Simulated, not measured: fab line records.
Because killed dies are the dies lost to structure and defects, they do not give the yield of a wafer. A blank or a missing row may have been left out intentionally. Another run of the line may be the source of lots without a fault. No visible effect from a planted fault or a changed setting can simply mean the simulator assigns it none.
Which tool did it? -- flow n5 finfet -- 12 lots, 36 wafers sampled, at 2 steps of a route of 1938

## WHAT EACH GAUGE READ, for each wafer
N5_BEOL_M15_OVL_MEAS_29. Usual: M15_OVL 0 nm, standard deviation 6.4.
lot,measured,on,M15_OVL (nm),flag
L281,day 12 05:19,overlay-01,-9 -3 -4,
L282,day 12 06:12,overlay-02,-3 19 -1,
L284,day 12 21:13,overlay-01,2 -4 5,
L285,day 13 14:05,overlay-02,2 5 -8,
L286,day 13 13:52,overlay-01,0 2 -8,
L288,day 13 17:57,overlay-02,6 9 3,
L287,day 13 18:20,overlay-01,6 7 7,
L289,day 13 19:22,overlay-02,-7 -10 -4,
L290,day 14 06:00,overlay-02,-12 1 -10,
L291,day 14 09:31,overlay-02,-3 0 1,
L292,day 14 12:43,overlay-01,4 1 -5,
L302,day 18 14:07,overlay-01,-3 -6 -6,

## WHICH TOOL RAN EACH LOT (tool, then ch and the chambers of the sampled wafers, then the start)
lot,N5_BEOL_M11_ECD_50
L281,"ecd cu-01 ch 0,1, day 11 08:13"
L282,"ecd cu-01 ch 0,1, day 11 11:31"
L284,"ecd cu-02 ch 0,1, day 11 23:34"
L285,"ecd cu-02 ch 0,1, day 12 00:40"
L286,"ecd cu-01 ch 0,1, day 12 01:10"
L288,"ecd cu-02 ch 0,1, day 12 09:34"
L287,"ecd cu-02 ch 0,1, day 12 17:08"
L289,"ecd cu-01 ch 0,1, day 12 19:12"
L290,"ecd cu-01 ch 0,1, day 13 02:56"
L291,"ecd cu-01 ch 0,1, day 13 11:08"
L292,"ecd cu-02 ch 0,1, day 13 13:45"
L302,"ecd cu-02 ch 0,1, day 17 18:07"
- N5_BEOL_M11_ECD_50: material Cu, target thk 318 nm.

## AS READ BY THE TOOLS THEMSELVES (means over the sampled wafers that have a number; for cases with no such wafer, the mark the record gives instead)
The record holds no such reading with a usual standard deviation.

## THE ANSWER, worked out from the rows above alone
Rule: lot off if the mean of its wafers having a number is beyond 3 standard deviations from the usual mean. Also off: a lot with no number at a reading for which 4 or more lots have one. All remaining lots with rows at the step are treated as sound. Order of review: gauges by route order, followed by the tools' own readings, for which a lot's mean as printed above is used. The first step at which some lot is off is used, and at that step the reading that is off furthest; a lot without a number counts as furthest.
No lot is off at any reading shown: from this, nothing can be told.

## WHAT WAS PUT IN BY THE SIMULATOR
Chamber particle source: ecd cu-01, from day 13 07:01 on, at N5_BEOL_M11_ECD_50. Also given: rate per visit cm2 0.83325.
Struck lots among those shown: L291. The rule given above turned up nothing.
